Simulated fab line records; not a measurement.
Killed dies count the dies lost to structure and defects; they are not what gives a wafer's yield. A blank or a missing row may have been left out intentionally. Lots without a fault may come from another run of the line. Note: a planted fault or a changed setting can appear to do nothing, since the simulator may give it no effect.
Which tool did it?    flow n5 finfet    25 wafers from 9 lots sampled at 5 of the route's 1938 steps

WHAT THE GAUGES READ, wafer by wafer
N5_FIN_SAQP_OCD_MEAS_76.
lot   measured     on      trench depth nm (nm)
L261  day 3 02:06  ocd-01  121.0 119.0 118.4
L262  day 3 08:08  ocd-01  124.5 116.0
L267  day 4 15:49  ocd-02  119.8 124.1 119.9
L269  day 5 04:05  ocd-01  122.5 119.2 120.7
L273  day 6 03:50  ocd-02  121.9 123.0 122.0
L275  day 6 15:01  ocd-02  119.6 121.5 118.5
L276  day 6 21:12  ocd-02  118.4 119.5
L277  day 7 04:11  ocd-02  121.0 119.2 121.7
L279  day 7 15:12  ocd-01  120.4 122.0 123.4

N5_BEOL_M4_RC_MEAS_101.
lot   measured      on         DIBL_N (mV/V)   DIBL_P (mV/V)   IOFF_N (nA/um)  IOFF_P (nA/um)  ION_N (uA/um)  ION_P (uA/um)  SS_N (mV/dec)   SS_P (mV/dec)   VT_N (mV)    VT_P (mV)
L261  day 9 05:26   prober-01  35.0 36.3 37.1  34.6 36.8 37.3  0.14 0.15 0.18  0.17 0.19 0.20  680 682 694    466 467 468    70.4 71.4 71.7  72.9 72.9 72.9  250 250 247  -253 -254 -253
L262  day 10 06:22  prober-02  37.0 36.4       38.0 36.0       0.17 0.16       0.23 0.21       678 685        473 469        71.7 72.4       74.1 74.1       247 253      -248 -250
L267  day 11 04:06  prober-02  34.7 36.3 33.6  35.9 37.5 34.4  0.16 0.17 0.13  0.22 0.24 0.19  691 668 671    481 464 462    70.7 71.6 70.6  73.3 73.6 72.3  249 250 253  -248 -249 -251
L269  day 11 11:40  prober-01  37.5 37.9 40.5  36.9 39.1 40.5  0.17 0.16 0.23  0.22 0.25 0.29  674 672 701    462 469 479    71.0 72.3 72.1  73.7 73.7 74.3  248 248 245  -247 -247 -246
L273  day 12 05:47  prober-02  37.8 35.0 33.4  37.5 35.2 32.9  0.18 0.13 0.12  0.23 0.20 0.16  678 669 667    461 467 460    71.8 71.2 70.8  73.5 72.2 73.3  248 251 253  -250 -251 -252
L275  day 13 04:05  prober-01  36.0 36.9 35.1  36.6 37.5 34.9  0.15 0.18 0.14  0.22 0.25 0.19  670 671 660    467 460 451    71.3 71.8 71.2  73.3 74.7 73.2  248 247 249  -248 -247 -253
L276  day 13 12:34  prober-02  33.9 32.4       34.0 32.2       0.12 0.11       0.17 0.16       663 675        449 465        71.5 70.7       72.6 71.9       252 252      -251 -254
L277  day 14 00:41  prober-02  38.8 36.5 39.8  37.9 35.2 39.3  0.20 0.15 0.24  0.24 0.21 0.28  690 664 703    475 454 470    71.3 70.6 71.8  74.6 73.6 74.4  244 251 244  -248 -248 -248
L279  day 14 00:39  prober-01  31.9 35.5 32.5  32.4 36.8 32.3  0.11 0.16 0.11  0.16 0.20 0.15  661 670 652    461 451 453    70.0 71.8 70.7  73.0 73.0 71.9  254 248 254  -252 -249 -255

TOOL THAT RAN EACH LOT (tool first, then ch and the chambers of the sampled wafers, then the start)
lot   N5_FIN_SAQP_ETCH_34                N5_FIN_SAQP_ETCH_64              N5_FIN_SAQP_FIN_ETCH_36
L261  rie diel-05 ch 0,1,3, day 3 01:40  rie si-01 ch 0,1,3, day 3 01:52  rie si-01 ch 0,1,3, day 3 01:53
L262  rie diel-06 ch 0,2, day 3 07:43    rie si-04 ch 0,2, day 3 07:54    rie si-04 ch 0,2, day 3 07:55
L267  rie diel-01 ch 1,2, day 4 15:23    rie si-04 ch 0,1, day 4 15:35    rie si-04 ch 0,1, day 4 15:36
L269  rie diel-05 ch 0,2, day 5 03:39    rie si-04 ch 0,1,3, day 5 03:50  rie si-04 ch 0,1,3, day 5 03:52
L273  rie diel-06 ch 0,2,3, day 6 03:25  rie si-06 ch 0,1, day 6 03:36    rie si-06 ch 0,1, day 6 03:37
L275  rie diel-05 ch 2,3, day 6 14:35    rie si-06 ch 1,2,3, day 6 14:47  rie si-06 ch 1,2,3, day 6 14:48
L276  rie diel-01 ch 1,2, day 6 20:46    rie si-06 ch 2,3, day 6 20:58    rie si-06 ch 2,3, day 6 20:59
L277  rie diel-01 ch 1,2,3, day 7 03:45  rie si-06 ch 0,2,3, day 7 03:56  rie si-06 ch 0,2,3, day 7 03:58
L279  rie diel-01 ch 0,1, day 7 14:46    rie si-06 ch 1,2, day 7 14:58    rie si-06 ch 1,2, day 7 14:59
- N5_FIN_SAQP_ETCH_34: etches SiO2 in C4F6/O2, target depth 45 nm, time 15 s.
- N5_FIN_SAQP_ETCH_64: etches SiO2 in CF4, target depth 1.5 nm.
- N5_FIN_SAQP_FIN_ETCH_36: etches the open film in HBr/Cl2/O2, target depth 120 nm, time 50.4 s.

AS READ BY THE TOOLS THEMSELVES (means over the sampled wafers that have a number; for cases with no such wafer, the mark the record gives instead)
N5_FIN_SAQP_ETCH_34.
lot   tool         bias w (W)  drypump motor current A (A)  etch rf on time s (s)  oes product au (a.u.)  rf vpp V (V)  showerhead plenum p Torr (Torr)  throttle valve pct (%)
L261  rie diel-05  185.0       5.3                          14.6                   0.74                   692           2.88                             20.89
L262  rie diel-06  185.7       5.7                          14.3                   0.75                   664           2.77                             21.09
L267  rie diel-01  185.6       5.5                          14.7                   0.71                   650           2.86                             20.99
L269  rie diel-05  185.1       5.2                          15.1                   0.62                   679           2.92                             21.07
L273  rie diel-06  184.9       5.6                          14.8                   0.69                   661           2.84                             21.08
L275  rie diel-05  185.6       5.2                          14.8                   0.71                   707           2.86                             21.00
L276  rie diel-01  185.3       5.7                          15.1                   0.67                   647           2.83                             21.12
L277  rie diel-01  184.7       6.0                          15.0                   0.64                   649           2.86                             20.97
L279  rie diel-01  184.9       5.5                          15.0                   0.61                   645           2.86                             21.22

N5_FIN_SAQP_ETCH_64.
lot   tool       bias w (W)  drypump motor current A (A)  oes product au (a.u.)  throttle valve pct (%)
L261  rie si-01  401.0       5.3                          0.992                  21.9
L262  rie si-04  400.2       5.6                          0.993                  22.1
L267  rie si-04  313.0       6.2                          0.949                  22.1
L269  rie si-04  356.5       5.7                          0.998                  22.0
L273  rie si-06  401.0       5.7                          1.021                  22.3
L275  rie si-06  400.2       5.7                          0.998                  22.0
L276  rie si-06  400.0       5.5                          0.982                  21.8
L277  rie si-06  399.7       5.4                          0.999                  22.0
L279  rie si-06  399.9       5.8                          1.004                  22.0

N5_FIN_SAQP_FIN_ETCH_36.
lot   tool       bias w (W)  drypump motor current A (A)  oes product au (a.u.)  throttle valve pct (%)
L261  rie si-01  101.95      5.3                          0.996                  36.2
L262  rie si-04  102.25      5.6                          0.995                  36.2
L267  rie si-04  102.19      6.1                          1.002                  36.3
L269  rie si-04  101.94      5.8                          1.012                  36.1
L273  rie si-06  102.07      5.7                          1.005                  36.4
L275  rie si-06  102.10      5.7                          0.995                  36.2
L276  rie si-06  101.86      5.5                          0.980                  36.1
L277  rie si-06  102.26      5.5                          1.000                  36.1
L279  rie si-06  102.13      5.8                          0.990                  36.2

THE ANSWER, worked out from the rows above alone
Rule: what is usual is taken from the lots themselves. Put in order of their means at a reading, lots are off if they are a third of the lots or fewer, leave a main group of 4 or more, and stand apart from it by a gap of 3 or more times the standard deviation of the main group's means; of several such gaps the widest counts. A main group whose means are all the same, to the digits that the tables above print for the reading, isn't used. A lot without any number at a reading at which 4 lots or more have one is off too. Any other lot the step has rows for is counted as sound. The gauges are gone through in route order, then the tools' own readings, and for those a lot's mean is taken as printed above. At the first step where some lot is off, the reading lying furthest off is the one used; lots without a number count as furthest.
Off at N5_FIN_SAQP_ETCH_64 (bias w): L267, L269. The main group: mean 400.3 W, standard deviation 0.48.
If a tool, at that step or one of the process steps before it, ran each lot that is off and ran no sound lot following the first of them, it fits. One candidate fits, namely rie si-04 at N5_FIN_SAQP_ETCH_64. A fault onset in the window from L262 (day 3 07:54, its last sound lot) to L267 (day 4 15:35, its first lot off) fits.
On the lots that are off, the tool's own readings at N5_FIN_SAQP_ETCH_64 differ by more than 5 times the standard deviation of the sound lots' means, which bears it out; bias w reads 334.8 W there versus 400.3 W on the sound lots.

WHAT WAS PUT IN BY THE SIMULATOR
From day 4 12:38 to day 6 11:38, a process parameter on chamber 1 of rie si-04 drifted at N5_FIN_SAQP_ETCH_64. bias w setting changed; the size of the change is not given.
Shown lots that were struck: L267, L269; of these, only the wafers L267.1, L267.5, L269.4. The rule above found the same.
